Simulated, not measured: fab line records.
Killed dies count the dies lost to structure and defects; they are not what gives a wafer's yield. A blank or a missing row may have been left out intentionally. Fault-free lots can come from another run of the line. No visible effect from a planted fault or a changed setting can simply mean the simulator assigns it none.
2 desks looking at one fault || flow n5-finfet || only its own numbers are on each desk; what lay behind them is given at the end

## AT THE TOOL OWNER'S DESK: pecvd-04
The tool's own readings at N5_BEOL_M7_ILD_DEP_00 (deposits SiCOH lowk from DEMS/porogen, target thk 179.75 nm, time 33.4 s): means of the sampled wafers that have a number, for each lot that ran on this tool. A lot is out of limits, marked OUT, if its mean lies more than 4 standard deviations from the usual mean; the brackets give that distance.
Columns: A = heater-power-outer-w at N5_BEOL_M7_ILD_DEP_00, usual 142 W; B = heater-power-w at N5_BEOL_M7_ILD_DEP_00, usual 306 W; C = showerhead-plenum-p-Torr at N5_BEOL_M7_ILD_DEP_00, usual 5.738 Torr; D = susceptor-temp-C at N5_BEOL_M7_ILD_DEP_00, usual 300.02 C; E = throttle-valve-pct at N5_BEOL_M7_ILD_DEP_00, usual 14.2 %
{"lot": "L457", "first seen here": "day 9 23:09", "A": 172, "B": 357, "C": 5.747, "D": 300.20, "E": 13.1}
{"lot": "L463", "first seen here": "day 11 11:08", "A": 169, "B": 350, "C": 5.739, "D": "309.14 (+46) OUT", "E": 13.3}
This desk's verdict: out of limits on L463, starting with L463 at day 11 11:08 (susceptor-temp-C at N5_BEOL_M7_ILD_DEP_00). L457: within limits.

## FROM THE METROLOGY DESK
Means of the sampled wafers that have a number, per lot and without regard to the tool the lot ran on: this is what the gauges read. A lot is out of limits, marked OUT, if its mean lies more than 4 standard deviations from the usual mean; the brackets give that distance.
Columns: A = trench-depth-nm at N5_BEOL_M6_OCD_MEAS_38, usual 93.6 nm; B = M7_ILD_THK at N5_BEOL_M7_THK_MEAS_01, usual 154.0 nm
{"lot": "L452", "first seen here": "day 8 09:18", "A": 91.8, "B": 157.3}
{"lot": "L453", "first seen here": "day 8 14:37", "A": 96.1, "B": 153.6}
{"lot": "L454", "first seen here": "day 9 05:40", "A": 91.9, "B": 155.8}
{"lot": "L456", "first seen here": "day 9 05:44", "A": 91.8, "B": 154.1}
{"lot": "L458", "first seen here": "day 9 13:02", "A": 93.8, "B": 153.0}
{"lot": "L457", "first seen here": "day 9 19:17", "A": 94.0, "B": 157.0}
{"lot": "L462", "first seen here": "day 11 07:32", "A": 95.0, "B": 153.4}
{"lot": "L463", "first seen here": "day 11 07:39", "A": 92.0, "B": 145.9}
{"lot": "L470", "first seen here": "day 13 08:49", "A": 93.7, "B": 155.5}
{"lot": "L474", "first seen here": "day 14 09:43", "A": 94.9, "B": 152.4}
{"lot": "L475", "first seen here": "day 14 11:56", "A": 94.6, "B": 152.3}
Finding of this desk: none of the 11 lots has anything out of limits.

## ALL TOGETHER
The tool owner's desk had the chance to raise an alarm at day 11 11:08 on L463.
At the metrology desk, nothing out of limits was observed.
The metrology desk holds a record of L463, inside its limits.
The lots listed all ran N5_BEOL_M7_ILD_DEP_00 on pecvd-04.

## WHAT HAD BEEN PUT IN BY THE SIMULATOR
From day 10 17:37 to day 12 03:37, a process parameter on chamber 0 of pecvd-04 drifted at N5_BEOL_M7_ILD_DEP_00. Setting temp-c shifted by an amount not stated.
Lots struck among those shown: L463.
Time in hours from fault onset to the first out-of-limits reading at each desk: the tool owner's desk, 18.
